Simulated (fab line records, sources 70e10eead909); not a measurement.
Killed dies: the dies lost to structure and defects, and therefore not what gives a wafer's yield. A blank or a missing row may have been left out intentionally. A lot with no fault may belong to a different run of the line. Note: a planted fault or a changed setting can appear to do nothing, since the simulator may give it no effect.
Matching of chambers | flow nand-harc | rie-diel-13 running NHARC_A_STAIRCASE_ETCH_444: 4 sister chambers
The step etches the open film in C4F8/O2, target depth 10200 nm, time 3400 s. 8 wafers are shown with their chamber, then 11 later ones without.

== EACH WAFER AND ITS CHAMBER ==
wafer  | chamber | rf-vpp-V (V) | oes-product-au (a.u.)
L086.2 | 1       | 803          | 0.923
L088.2 | 2       | 799          | 0.923
L088.5 | 0       | 809          | 0.926
L088.6 | 3       | 816          | 0.921
L090.1 | 0       | 809          | 0.930
L090.2 | 3       | 815          | 0.930
L090.5 | 1       | 804          | 0.920
L092.2 | 2       | 799          | 0.932

== WAFERS WITHOUT THEIR CHAMBER ==
wafer  | rf-vpp-V (V) | oes-product-au (a.u.)
L092.5 | 802          | 0.922
L092.6 | 801          | 0.933
L094.1 | 803          | 0.970
L094.5 | 799          | 0.966
L094.6 | 814          | 0.985
L093.1 | 799          | 0.931
L093.2 | 815          | 0.920
L093.5 | 815          | 0.928
L095.1 | 803          | 0.932
L095.2 | 801          | 0.932
L095.6 | 800          | 0.929

== WHICH CHAMBER EACH WENT THROUGH ==
wafer  | from the rows above     | in truth
L092.5 | 1                       | 1
L092.6 | can't be placed: 2 or 1 | 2
L094.1 | can't be placed: 1 or 2 | 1
L094.5 | 2                       | 2
L094.6 | 3                       | 3
L093.1 | 2                       | 2
L093.2 | 3                       | 3
L093.5 | 3                       | 3
L095.1 | 1                       | 1
L095.2 | can't be placed: 2 or 1 | 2
L095.6 | 2                       | 2
Placed correctly: 8 of 11. Not placeable from these rows: 3 (in 3, the candidates include the true chamber). Placed wrongly: 0.
How it was worked out, from the rows above alone: a wafer's distance from a chamber is the root of the sum, over the readings, of the square of ((its reading less the chamber's mean) divided by the reading's scatter). The wafer belongs to the nearest chamber; if the next one is less than 2 further off, it can't be placed. The mean given for a chamber averages the wafers shown for that chamber. The scatter is the square root of a quotient: the sum, over the shown wafers, of each reading's squared deviation from its chamber's mean, divided by wafers minus chambers.
